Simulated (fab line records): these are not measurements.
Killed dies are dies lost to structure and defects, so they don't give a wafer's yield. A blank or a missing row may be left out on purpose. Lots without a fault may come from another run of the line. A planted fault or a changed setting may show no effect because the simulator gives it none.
Comparing a struck lot with a sound one -- flow nand-harc -- 41 steps out of a route of 1159
Sound: the wafers L527.4, L527.5, L527.6. Wafers L531.3, L531.5, L531.6 were the ones struck. The cause is given at the end.
Order at every step that has rows: each side's tool, ch and its chambers, its first start. Under that, the readings that differ: sound wafers -- struck wafers -- difference of the means -- sigmas: that difference in standard deviations of wafers without a fault.
alike: words and numbers the same on both sides, and readings whose means are apart by under 2 such deviations; not compared: readings that were withheld, readings missing a value for some wafer, numbers with overlapping values and no deviation given by the record, and bounds like >300 which may hide the same value.
The two part at a step that has a row with sigmas, a row that says differs or no value, or rows on one side only. Non-overlapping numbers with no deviation appear without sigmas and do not part them. A reading missing from all wafers of one side parts the sides only when that side holds two or more wafers.

first, 6 steps without rows for these wafers: NHARC_P_STI_COAT_03 (resist thk 600 nm); NHARC_P_STI_SOFTBAKE_04 (time 70 s); NHARC_P_STI_EBR_05; NHARC_P_STI_EXPOSE_06 (exposes mask P STI, target cd 200 nm); NHARC_P_STI_PEB_07 (peb time 80 s); NHARC_P_STI_DEVELOP_08 (time 50 s).
NHARC_P_STI_CD_MEAS_09 targets a cd of 200 nm.
  sound on cd-sem-01 ch 0, day 3 02:26; struck on cd-sem-03 ch 0, day 4 04:56
  alike: cd-nm
NHARC_P_STI_OVL_MEAS_10:
  sound on overlay-01, day 3 02:31; struck on overlay-02, day 4 05:01
  alike: overlay-x-nm, overlay-y-nm
NHARC_P_STI_INSPECT_11:
  sound on defect-inspect-01, day 3 02:34; struck on defect-inspect-01, day 4 05:03
  alike: raw-defect-count
then, 1 step without rows for these wafers: NHARC_P_STI_HARDBAKE_13 (time 65 s).
NHARC_P_STI_DESCUM_14: chemistry O2, time 3 s.
  sound on rie-diel-05 ch 0,1,2, day 3 02:43; struck on rie-diel-05 ch 1,2,3, day 4 05:13
  alike: drypump-motor-current-A, oes-product-au, rf-vpp-V, showerhead-plenum-p-Torr, throttle-valve-pct
  not compared: rf-hours-counter-h
NHARC_P_STI_ETCH_42: etches the open film in N2/H2, target depth 80 nm, overetch 24 nm, time 61 s.
  sound on rie-diel-05 ch 0,1, day 3 02:50; struck on rie-diel-05 ch 0,2,3, day 4 05:17
  alike: drypump-motor-current-A, n2-flow-sccm, oes-product-au, rf-vpp-V, showerhead-plenum-p-Torr, throttle-valve-pct
  not compared: rf-hours-counter-h
NHARC_P_STI_ETCH_31: etches the open film in CF4/CHF3, target depth 108.9 nm, time 54.5 s.
  sound on rie-diel-05 ch 1,2, day 3 02:55; struck on rie-diel-05 ch 1,2, day 4 05:22
  alike: drypump-motor-current-A, oes-product-au, rf-vpp-V, showerhead-plenum-p-Torr, throttle-valve-pct
  not compared: rf-hours-counter-h
NHARC_P_STI_ETCH_15: etches the open film in HBr/Cl2, target depth 300 nm, time 100.1 s.
  sound on rie-si-05 ch 0,1, day 3 03:02; struck on rie-si-04 ch 0,2, day 4 05:28
  alike: drypump-motor-current-A, oes-product-au, throttle-valve-pct
  not compared: rf-hours-counter-h
NHARC_P_STI_CD_MEAS_16:
  sound on cd-sem-03, day 3 03:11; struck on cd-sem-01, day 4 05:40
  alike: cd-nm
NHARC_P_STI_OCD_MEAS_17:
  sound on ocd-02, day 3 03:17; struck on ocd-01, day 4 05:45
  alike: trench-depth-nm, trench-foot-cd-nm
then, 3 steps without rows for these wafers: NHARC_P_STI_STRIP_19 (strips in SPM, time 900 s); NHARC_P_STI_PRECLEAN_32 (cleans in SC1); NHARC_P_STI_SRD_23.
NHARC_P_STI_OCD_MEAS_43:
  sound on ocd-02, day 3 03:47; struck on ocd-02, day 4 06:16
  alike: trench-depth-nm, trench-foot-cd-nm
then, 3 steps without rows for these wafers: NHARC_P_STI_OXIDE_33 (material SiO2, target thk 10 nm, ox time 281 s); NHARC_P_STI_HDPCVD_20 (deposits SiO2); NHARC_P_STI_ANNEAL_34 (time 1800 s).
NHARC_P_STI_CMP_21: polishes, t overpolish 20 s, target thk 380.67 nm.
  sound on cmp-03 ch 1,2,3, day 4 02:15; struck on cmp-03 ch 0,3, day 5 02:41
  alike: motor-current-A, overpolish-run-s
then, 16 steps without rows for these wafers: NHARC_P_STI_SRD_35; NHARC_P_STI_ETCH_36 (etches SiO2 in dHF, target depth 38.8 nm); NHARC_P_STI_STRIP_24 (strips Si3N4 in H3PO4); NHARC_P_STI_ETCH_37 (etches SiO2 in dHF, target depth 11 nm); NHARC_P_STI_PRECLEAN_38 (cleans in SC1); NHARC_P_STI_SRD_39; NHARC_P_STI_OXIDE_40 (material SiO2, target thk 10 nm, ox time 1362 s); NHARC_P_GATE_ETCH_69 (etches SiO2 in dHF, target depth 14 nm); NHARC_P_GATE_PRECLEAN_70 (cleans in SC1); NHARC_P_GATE_SRD_01; NHARC_P_GATE_OXIDE_02 (material SiO2, target thk 37.5 nm, ox time 365 s); NHARC_P_GATE_DEHYDRATE_03 (time 120 s); NHARC_P_GATE_HMDS_04 (time 30 s); NHARC_P_GATE_COAT_05; NHARC_P_GATE_SOFTBAKE_06 (time 95 s); NHARC_P_GATE_EBR_07.
-- record jumps: 16 days between struck wafers' starts before vs after; left off in module P_GATE, resumes in module END, first step shown is number 1159 of the route --
NHARC_END_SORT_01:
  only the struck wafers appear in the record here, on prober-01 ch 0 at day 21 14:32; the sound ones have no rows

WHERE THEY PART
Only at NHARC_END_SORT_01, within this record.

WHY: what had been put in by the simulator
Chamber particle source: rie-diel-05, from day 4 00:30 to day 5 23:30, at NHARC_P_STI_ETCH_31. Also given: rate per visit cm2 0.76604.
